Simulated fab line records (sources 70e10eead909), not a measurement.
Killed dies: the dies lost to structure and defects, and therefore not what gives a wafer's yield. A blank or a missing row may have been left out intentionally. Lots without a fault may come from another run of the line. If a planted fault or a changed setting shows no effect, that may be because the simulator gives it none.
The tool behind it: which one? | flow nandHarc | 36 wafers from 12 lots sampled at 5 of the route's 1302 steps

## WHAT THE GAUGES READ, wafer by wafer
NHARC_P_BONDPAD_THK_MEAS_33: measures by ellipsometry.
lot  | measured     | on           | thkNm (nm)
L075 | day 6 19:33  | filmMetro-02 | 200.2 200.8 200.7
L077 | day 7 23:53  | filmMetro-01 | 199.1 200.6 200.5
L079 | day 8 10:07  | filmMetro-02 | 201.5 203.0 201.1
L081 | day 9 12:52  | filmMetro-01 | 203.5 199.6 198.3
L083 | day 10 07:11 | filmMetro-02 | 199.6 198.3 198.1
L085 | day 11 13:15 | filmMetro-01 | 200.0 198.2 199.7
L087 | day 11 23:03 | filmMetro-01 | 197.8 200.5 200.9
L089 | day 12 16:32 | filmMetro-01 | 199.9 200.0 200.7
L091 | day 13 15:02 | filmMetro-01 | 200.3 201.2 200.1
L093 | day 14 13:11 | filmMetro-01 | 200.1 199.6 199.2
L095 | day 15 18:27 | filmMetro-02 | 199.2 197.7 197.3
L097 | day 16 04:17 | filmMetro-02 | 201.2 200.3 200.1

## EACH LOT AND THE TOOL THAT RAN IT (in order: tool; ch and the chambers of the sampled wafers; start)
lot  | NHARC_P_M1_STRIP_18               | NHARC_P_M1_DEP_33               | NHARC_P_M2_ETCH_15                           | NHARC_P_M2_ETCH_28
L075 | rieDiel-09 ch 0,1, day 6 11:45    | pecvd-04 ch 1,2, day 6 14:28    | rieDiel-03 ch 0,2,3, day 6 19:33 or earlier  | rieDiel-03 ch 0,2,3, day 6 19:33 or earlier
L077 | rieDiel-10 ch 0,1,2, day 7 16:28  | pecvd-03 ch 1,2, day 7 18:48    | rieDiel-13 ch 0,1, day 7 23:53 or earlier    | rieDiel-13 ch 0,1,2, day 7 23:53 or earlier
L079 | rieDiel-10 ch 0,1,2, day 8 02:45  | pecvd-04 ch 0,1,2, day 8 05:05  | rieDiel-13 ch 0,1,3, day 8 10:07 or earlier  | rieDiel-03 ch 1,3, day 8 10:07 or earlier
L081 | rieDiel-10 ch 2,3, day 9 05:22    | pecvd-01 ch 1,2, day 9 07:40    | rieDiel-13 ch 0,1,2, day 9 12:52 or earlier  | rieDiel-11 ch 1,3, day 9 12:52 or earlier
L083 | rieDiel-09 ch 0,2,3, day 9 23:32  | pecvd-04 ch 0,1,2, day 10 01:53 | rieDiel-13 ch 0,1,2, day 10 07:11 or earlier | rieDiel-11 ch 0,1,3, day 10 07:11 or earlier
L085 | rieDiel-09 ch 0,3, day 11 05:32   | pecvd-04 ch 0,1,2, day 11 07:59 | rieDiel-13 ch 0,1,2, day 11 13:15 or earlier | rieDiel-11 ch 0,1,3, day 11 13:15 or earlier
L087 | rieDiel-09 ch 1,3, day 11 15:26   | pecvd-04 ch 0,1, day 11 17:49   | rieDiel-13 ch 2,3, day 11 23:03 or earlier   | rieDiel-13 ch 0,2,3, day 11 23:03 or earlier
L089 | rieDiel-09 ch 0,1, day 12 08:59   | pecvd-03 ch 0,1, day 12 11:25   | rieDiel-13 ch 1,3, day 12 16:32 or earlier   | rieDiel-11 ch 0,2, day 12 16:32 or earlier
L091 | rieDiel-10 ch 1,2,3, day 13 07:22 | pecvd-01 ch 0,1, day 13 09:44   | rieDiel-11 ch 0,2,3, day 13 15:02 or earlier | rieDiel-13 ch 0,1,3, day 13 15:02 or earlier
L093 | rieDiel-10 ch 0,2,3, day 14 05:32 | pecvd-04 ch 0,1,2, day 14 07:54 | rieDiel-13 ch 0,2,3, day 14 13:11 or earlier | rieDiel-11 ch 0,1,2, day 14 13:11 or earlier
L095 | rieDiel-10 ch 0,2,3, day 15 10:46 | pecvd-04 ch 0,1, day 15 13:11   | rieDiel-03 ch 0,2,3, day 15 18:27 or earlier | rieDiel-03 ch 0,1,2, day 15 18:27 or earlier
L097 | rieDiel-12 ch 1,3, day 15 20:41   | pecvd-01 ch 1,2, day 15 23:05   | rieDiel-13 ch 0,2,3, day 16 04:17 or earlier | rieDiel-13 ch 0,2,3, day 16 04:17 or earlier
- NHARC_P_M1_STRIP_18: strips in N2/H2.
- NHARC_P_M1_DEP_33: deposits SiCN, target thk 30 nm.
- NHARC_P_M2_ETCH_15: etches the open film in C4F8/Ar, target depth 182.5 nm, time 91.2 s.
- NHARC_P_M2_ETCH_28: etches the open film in CF4/N2, target depth 30 nm, time 72.99 s.

## THE ANSWER, worked out from the rows above alone
Rule: the usual values come from the lots themselves. The widest of any qualifying gaps counts: lots, ordered by their means at a reading, are off when they make up no more than a third of the lots, leave a main group of 4 or more, and stand apart from it by 3 or more times the standard deviation of that group's means. If all means in a main group match to the digits the tables above print for the reading, that group is not used. A lot without any number at a reading at which 4 lots or more have one is off too. Any other lot the step has rows for is counted as sound.
Across all readings shown, no lot is off: no conclusion can be drawn from this.

## WHAT HAD BEEN PUT IN BY THE SIMULATOR
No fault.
